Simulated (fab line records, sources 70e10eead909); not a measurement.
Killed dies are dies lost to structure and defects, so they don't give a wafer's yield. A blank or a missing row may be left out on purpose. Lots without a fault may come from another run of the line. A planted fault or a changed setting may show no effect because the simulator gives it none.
Which tool did it? | flow nand_harc | 14 lots, 42 wafers sampled, at 6 steps of a route of 1302

WHAT THE GAUGES READ, wafer by wafer
NHARC_A_ONON_D2_THK_MEAS_05: measures by ellipsometry. Usual: thk_nm 1000 nm, standard deviation 11.
lot  | measured     | on            | thk_nm (nm)    | flag
L201 | day 12 10:54 | film_metro-02 | 996 998 998    |
L202 | day 12 10:57 | film_metro-01 | 1010 1009 1010 |
L204 | day 14 00:39 | film_metro-02 | 996 994 995    |
L207 | day 15 02:07 | film_metro-02 | 1004 1004 1004 |
L208 | day 15 13:22 | film_metro-01 | 998 997 998    |
L209 | day 15 19:01 | film_metro-01 | 992 993 993    |
L210 | day 15 19:07 | film_metro-02 | 1028 1029 1028 |
L211 | day 17 01:59 | film_metro-01 | 991 990 993    |
L213 | day 17 08:38 | film_metro-01 | 1009 1010 1010 |
L214 | day 17 15:27 | film_metro-02 | 993 992 994    |
L216 | day 18 06:58 | film_metro-02 | 991 994 991    |
L218 | day 19 00:23 | film_metro-02 | 986 987 988    |
L222 | day 20 21:23 | film_metro-01 | 1013 1015 1014 |
L224 | day 21 23:24 | film_metro-02 | 978 979 979    |

NHARC_A_ONON_D2_THK_MEAS_21: measures by ellipsometry. Usual: thk_nm 1001 nm, standard deviation 8.5.
lot  | measured     | on            | thk_nm (nm)    | flag
L201 | day 12 20:31 | film_metro-01 | 979 980 980    |
L202 | day 12 20:32 | film_metro-02 | 998 998 997    |
L204 | day 14 10:38 | film_metro-02 | 1008 1008 1008 |
L207 | day 15 11:44 | film_metro-01 | 996 996 996    |
L208 | day 16 02:20 | film_metro-02 | 1000 999 1000  |
L209 | day 16 02:21 | film_metro-02 | 1003 1002 1002 |
L210 | day 16 02:20 | film_metro-01 | 1006 1005 1006 |
L211 | day 17 11:56 | film_metro-02 | 1007 1009 1007 |
L213 | day 17 18:16 | film_metro-01 | 1001 1000 999  |
L214 | day 18 01:27 | film_metro-01 | 999 999 999    |
L216 | day 18 16:34 | film_metro-01 | 1007 1008 1006 |
L218 | day 19 11:05 | film_metro-01 | 1005 1006 1007 |
L222 | day 21 09:14 | film_metro-01 | 759 758 759    | OFF
L224 | day 22 06:13 | film_metro-01 | 756 755 756    | OFF

NHARC_A_ONON_D2_INSPECT_32. Usual: raw_defect_count 416, standard deviation 170.
lot  | measured     | on                | raw_defect_count | flag
L201 | day 12 22:46 | defect_inspect-01 | 342 415 370      |
L202 | day 12 22:49 | defect_inspect-01 | 436 425 293      |
L204 | day 14 12:53 | defect_inspect-01 | 408 297 564      |
L207 | day 15 13:58 | defect_inspect-02 | 405 372 514      |
L208 | day 16 04:35 | defect_inspect-01 | 412 384 653      |
L209 | day 16 04:36 | defect_inspect-02 | 366 327 705      |
L210 | day 16 04:35 | defect_inspect-02 | 228 296 383      |
L211 | day 17 14:10 | defect_inspect-01 | 741 951 519      |
L213 | day 17 20:30 | defect_inspect-01 | 429 663 555      |
L214 | day 18 03:41 | defect_inspect-02 | 470 723 723      |
L216 | day 18 18:49 | defect_inspect-02 | 370 590 576      |
L218 | day 19 13:29 | defect_inspect-01 | 575 502 526      |
L222 | day 21 11:29 | defect_inspect-01 | 559 402 445      |
L224 | day 22 08:28 | defect_inspect-02 | 216 265 201      |

NHARC_END_SORT_01. Usual: killed_at_array 59, standard deviation 19; killed_at_other 0.6, standard deviation 0.85; killed_at_periphery 3.8, standard deviation 2.5; killed_dies 64, standard deviation 19; killed_open 3.3, standard deviation 1.8; killed_short 2.2, standard deviation 1.6.
lot  | measured     | on        | killed_at_array | killed_at_other | killed_at_periphery | killed_dies | killed_open | killed_short | flag
L222 | day 33 06:34 | prober-01 | 671 671 673     | 2 0 2           | 4 6 2               | 677 677 677 | 4 2 2       | 1 3 3        | OFF
L224 | day 33 12:42 | prober-02 | 664 665 670     | 0 0 1           | 13 12 6             | 677 677 677 | 6 1 6       | 1 7 1        | OFF

WHICH TOOL RAN EACH LOT (tool, then ch and the chambers of the sampled wafers, then the start)
lot  | NHARC_A_CHANNEL_FILL_D1_ALD_03                 | NHARC_A_ONON_D2_DEP_19
L201 | ald_sin_batch-02 ch 0, day 12 10:54 or earlier | pecvd_onon-01 ch 0, day 12 20:04
L202 | ald_sin_batch-02 ch 0, day 12 10:57 or earlier | pecvd_onon-04 ch 0, day 12 20:04
L204 | ald_sin_batch-03 ch 0, day 14 00:39 or earlier | pecvd_onon-02 ch 0, day 14 10:08
L207 | ald_sin_batch-02 ch 0, day 15 02:07 or earlier | pecvd_onon-02 ch 0, day 15 11:13
L208 | ald_sin_batch-01 ch 0, day 15 13:22 or earlier | pecvd_onon-01 ch 0, day 16 01:57
L209 | ald_sin_batch-03 ch 0, day 15 19:01 or earlier | pecvd_onon-02 ch 0, day 16 01:57
L210 | ald_sin_batch-03 ch 0, day 15 19:07 or earlier | pecvd_onon-04 ch 0, day 16 01:53
L211 | ald_sin_batch-01 ch 0, day 17 01:59 or earlier | pecvd_onon-04 ch 0, day 17 11:26
L213 | ald_sin_batch-02 ch 0, day 17 08:38 or earlier | pecvd_onon-04 ch 0, day 17 17:52
L214 | ald_sin_batch-02 ch 0, day 17 15:27 or earlier | pecvd_onon-02 ch 0, day 18 01:04
L216 | ald_sin_batch-01 ch 0, day 18 06:58 or earlier | pecvd_onon-02 ch 0, day 18 16:11
L218 | ald_sin_batch-02 ch 0, day 19 00:23 or earlier | pecvd_onon-01 ch 0, day 19 10:38
L222 | ald_sin_batch-02 ch 0, day 20 21:23 or earlier | pecvd_onon-02 ch 0, day 21 08:54
L224 | ald_sin_batch-01 ch 0, day 21 23:24 or earlier | pecvd_onon-02 ch 0, day 22 05:40
- NHARC_A_CHANNEL_FILL_D1_ALD_03: deposits SiNx, target thk 6 nm, pulse time 60 s, ald cycles 58.
- NHARC_A_ONON_D2_DEP_19: target thk 1000 nm.

WHAT THE TOOLS THEMSELVES READ (means of the sampled wafers that have a number; where no wafer has one, the mark that the record gives instead)
NHARC_A_CHANNEL_FILL_D1_ALD_03. Usual: precursor_pulse_height_rel 0.997, standard deviation 0.022.
lot  | tool             | precursor_pulse_height_rel | flag
L201 | ald_sin_batch-02 | 0.990                      |
L202 | ald_sin_batch-02 | 1.013                      |
L204 | ald_sin_batch-03 | 0.977                      |
L207 | ald_sin_batch-02 | 1.024                      |
L208 | ald_sin_batch-01 | 0.998                      |
L209 | ald_sin_batch-03 | 0.988                      |
L210 | ald_sin_batch-03 | 0.993                      |
L211 | ald_sin_batch-01 | 1.008                      |
L213 | ald_sin_batch-02 | 0.977                      |
L214 | ald_sin_batch-02 | 0.992                      |
L216 | ald_sin_batch-01 | 0.982                      |
L218 | ald_sin_batch-02 | 0.996                      |
L222 | ald_sin_batch-02 | 1.003                      |
L224 | ald_sin_batch-01 | 1.008                      |

THE ANSWER, worked out from the rows above alone
Rule: a lot is off if the mean of its wafers that have a number lies more than 3 standard deviations from the usual mean. A lot without any number at a reading at which 4 lots or more have one is off too. The other lots that the step has rows for count as sound. The gauges are gone through in route order, then the tools' own readings, and for those a lot's mean is taken as printed above. The first step at which some lot is off is used, and at that step the reading that is off furthest; a lot without a number counts as furthest.
Off: L222, L224, at NHARC_A_ONON_D2_THK_MEAS_21 (thk_nm).
A tool fits if, at a process step before that reading, it ran every lot that is off, and no sound lot after the first of them. The gauges at NHARC_A_ONON_D2_THK_MEAS_21 aren't tried: what is off there is off at NHARC_END_SORT_01 too, on other tools, and a gauge's error can't cause that. NHARC_A_CHANNEL_FILL_D1_ALD_03 gives no start for some lots, so the hours and the order of its lots are those of NHARC_A_ONON_D2_THK_MEAS_05. One fits: pecvd_onon-02 at NHARC_A_ONON_D2_DEP_19. Its last sound lot is L216 (day 18 16:11), its first lot that is off L222 (day 21 08:54): a fault that began between those two fits.

WHAT THE SIMULATOR HAD PUT IN
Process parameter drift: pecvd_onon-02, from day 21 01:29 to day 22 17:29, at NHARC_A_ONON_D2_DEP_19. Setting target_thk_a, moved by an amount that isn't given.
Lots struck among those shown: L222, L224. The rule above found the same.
